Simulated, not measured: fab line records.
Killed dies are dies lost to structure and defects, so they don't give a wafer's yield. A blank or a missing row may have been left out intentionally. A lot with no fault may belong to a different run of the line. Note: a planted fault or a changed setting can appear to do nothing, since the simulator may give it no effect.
Comparing a struck lot with a sound one || flow n5Finfet || 14 steps out of a route of 1938
Sound: these wafers, L804.1, L804.2, L804.5. The struck wafers were L811.2, L811.4, L811.6. The cause is named last.
Per side, at each step with rows, come the tool, then ch with its chambers, and then its first start. Under that, the readings that differ: sound wafers || struck wafers || difference of the means || sigmas: that difference in standard deviations of wafers without a fault.
alike: readings with means less than 2 such deviations apart, plus words and numbers identical on both sides. not compared: withheld readings, readings lacking a value on some wafer, bounds such as >300 that could conceal the same value, and numbers that have no deviation in the record and whose values overlap.
The two part at a step that has a row with sigmas, a row that says differs or no value, or rows on one side only. Numbers that have no deviation but don't overlap get no sigmas and don't part them. A reading that every wafer of one side lacks parts them only if that side has two wafers or more.

N5_BEOL_M5_INSPECT_58: inspects for defects (darkfield).
  sound: defectInspect-02 at day 8 13:02; struck: defectInspect-02 at day 10 15:07
  alike: rawDefectCount
N5_BEOL_M6_ILD_DEP_00: deposits SiCOH lowk from DEMS/porogen, target thk 179.75 nm, time 33.4 s.
  sound on pecvd-01 ch 0,2, day 8 13:04; struck on pecvd-02 ch 0,1, day 10 15:09
{"reading": "throttleValvePct (%)", "sound": "13.6 12.5 12.9", "struck": "14.7 14.5 14.8", "difference": "+1.7", "sigmas": "+2"}
  alike: heaterPowerW, showerheadPlenumPTorr, susceptorTempC
N5_BEOL_M6_CURE_74: cures SiCOH lowk, time 240 s.
  sound on uvCure-03 ch 2, day 8 13:08; struck on uvCure-03 ch 0, day 10 15:24
  alike: lampPowerPct, wafer_temp_C_max
N5_BEOL_M6_THK_MEAS_01:
  sound: filmMetro-01 at day 8 13:38; struck: filmMetro-01 at day 10 16:14
  alike: M6_ILD_THK
N5_BEOL_M6_PECVD_70: deposits SiO2 from TEOS/O2, target thk 20 nm, time 22.7 s.
  sound on pecvd-04 ch 1,2, day 8 13:41; struck on pecvd-02 ch 0,1, day 10 16:16
  alike: heaterPowerW, showerheadPlenumPTorr, susceptorTempC, throttleValvePct
N5_BEOL_M6_HM_DEP_02: deposits TiN, target thk 20 nm.
  sound: pvdSputter-01 at day 8 14:42; struck: pvdSputter-01 at day 10 16:20
  alike: susceptorTempC, throttleValvePct
then, 6 steps without rows for these wafers: N5_BEOL_M6_COAT_59 (time 60 s, resist thk 100 nm); N5_BEOL_M6_COAT_60 (time 60 s, resist thk 35 nm); N5_BEOL_M6_COAT_05 (resist thk 90 nm); N5_BEOL_M6_EBR_07; N5_BEOL_M6_SOFTBAKE_06 (time 60 s); N5_BEOL_M6_EXPOSE_08 (exposes mask M6).
N5_BEOL_M6_PEB_09: peb time 60 s.
  sound on lithoTrack-02 ch 0, day 8 15:01; struck on lithoTrack-02, day 10 16:46
  no value came back on the struck wafers for chillPlateTempC (C), exhaustPa (Pa); on the sound wafers chillPlateTempC (C) reads 22.69 22.84 22.93
then, 1 step without rows for these wafers: N5_BEOL_M6_DEVELOP_10 (develop time 30 s).

== WHERE THEY PART ==
Last at N5_BEOL_M6_PEB_09 as far as this record goes, first at N5_BEOL_M6_ILD_DEP_00.

WHY: whatever the simulator had introduced
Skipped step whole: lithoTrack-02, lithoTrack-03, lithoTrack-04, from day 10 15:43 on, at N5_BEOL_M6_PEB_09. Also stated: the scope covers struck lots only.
